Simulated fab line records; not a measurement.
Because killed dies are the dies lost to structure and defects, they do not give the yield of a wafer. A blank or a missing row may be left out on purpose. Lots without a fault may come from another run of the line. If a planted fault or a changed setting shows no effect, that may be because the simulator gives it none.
Which of the tools did it? / flow nand harc / route of 1159 steps, sampled at 1 step: 12 lots, 36 wafers

## WHAT THE GAUGES READ, wafer by wafer
NHARC_P_STI_CD_MEAS_09 targets a cd of 200 nm.
lot=L075; measured=day 2 18:20; on=cd sem-01; cd nm (nm)=206 205 202
lot=L076; measured=day 3 02:36; on=cd sem-03; cd nm (nm)=201 201 197
lot=L079; measured=day 3 19:08; on=cd sem-03; cd nm (nm)=203 201 202
lot=L080; measured=day 4 03:23; on=cd sem-03; cd nm (nm)=201 203 198
lot=L083; measured=day 4 20:24; on=cd sem-02; cd nm (nm)=199 207 209
lot=L085; measured=day 5 04:52; on=cd sem-01; cd nm (nm)=209 201 208
lot=L087; measured=day 5 19:09; on=cd sem-03; cd nm (nm)=199 202 197
lot=L089; measured=day 6 01:45; on=cd sem-01; cd nm (nm)=209 206 204
lot=L091; measured=day 6 18:22; on=cd sem-02; cd nm (nm)=202 199 196
lot=L094; measured=day 7 07:31; on=cd sem-03; cd nm (nm)=197 199 199
lot=L095; measured=day 7 19:01; on=cd sem-01; cd nm (nm)=205 199 198
lot=L097; measured=day 8 04:56; on=cd sem-03; cd nm (nm)=203 207 203

## TOOL THAT RAN EACH LOT (tool first, then ch and the chambers of the sampled wafers, then the start)
There is no process step in the record ahead of these readings.

## THE ANSWER, worked out from the rows above alone
Rule: what is usual is taken from the lots themselves. Put in order of their means at a reading, lots are off if they are a third of the lots or fewer, leave a main group of 4 or more, and stand apart from it by a gap of 3 or more times the standard deviation of the main group's means; of several such gaps the widest counts. If all means in a main group match to the digits the tables above print for the reading, that group is not used. A lot without any number at a reading at which 4 lots or more have one is off too. Any other lot the step has rows for is counted as sound.
None of the lots is off at any reading shown; this tells nothing.

## WHAT THE SIMULATOR PUT IN
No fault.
